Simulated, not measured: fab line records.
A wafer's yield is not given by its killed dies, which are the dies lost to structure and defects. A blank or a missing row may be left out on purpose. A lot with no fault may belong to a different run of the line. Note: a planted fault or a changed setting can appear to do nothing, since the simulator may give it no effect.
Matching of chambers / flow n5Finfet / N5_BEOL_M3_DEP_57 on pecvd-01 has 3 sister chambers
The step deposits SiCN from 3MS/NH3, target thk 8 nm, time 14 s. 3 wafers are shown with their chamber, then 9 later ones without.

## WAFERS, EACH WITH ITS CHAMBER
wafer=L080.5; chamber=1; throttleValvePct (%)=9.4
wafer=L081.2; chamber=2; throttleValvePct (%)=8.0
wafer=L081.5; chamber=0; throttleValvePct (%)=9.6

## WAFERS WITHOUT THEIR CHAMBER
wafer=L084.2; throttleValvePct (%)=9.6
wafer=L084.4; throttleValvePct (%)=8.1
wafer=L084.5; throttleValvePct (%)=9.4
wafer=L091.2; throttleValvePct (%)=8.2
wafer=L091.4; throttleValvePct (%)=9.7
wafer=L091.6; throttleValvePct (%)=8.3
wafer=L095.2; throttleValvePct (%)=8.1
wafer=L095.3; throttleValvePct (%)=9.6
wafer=L095.4; throttleValvePct (%)=9.9

## WHICH CHAMBER EACH ONE RAN IN
wafer=L084.2; from the rows above=can't be placed: 0 or 1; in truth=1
wafer=L084.4; from the rows above=2; in truth=2
wafer=L084.5; from the rows above=can't be placed: 1 or 0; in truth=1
wafer=L091.2; from the rows above=2; in truth=2
wafer=L091.4; from the rows above=can't be placed: 0 or 1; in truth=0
wafer=L091.6; from the rows above=2; in truth=2
wafer=L095.2; from the rows above=2; in truth=2
wafer=L095.3; from the rows above=can't be placed: 0 or 1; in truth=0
wafer=L095.4; from the rows above=can't be placed: 0 or 1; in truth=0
Placed correctly: 4 of 9. From these rows, 5 cannot be placed; in 5 the true chamber is one of the candidates. Wrongly placed: 0.
How it was worked out, from the rows above alone: a wafer's distance from a chamber is the root of the sum, over the readings, of the square of ((its reading less the chamber's mean) divided by the reading's scatter). If the next closest chamber is less than 2 further off than the closest, the wafer can't be placed; otherwise it belongs to the closest. For every chamber, the mean is computed from those of its wafers that are shown. The scatter: root of mean squared gap, hidden wafer to nearest shown wafer, with one shown wafer a chamber.
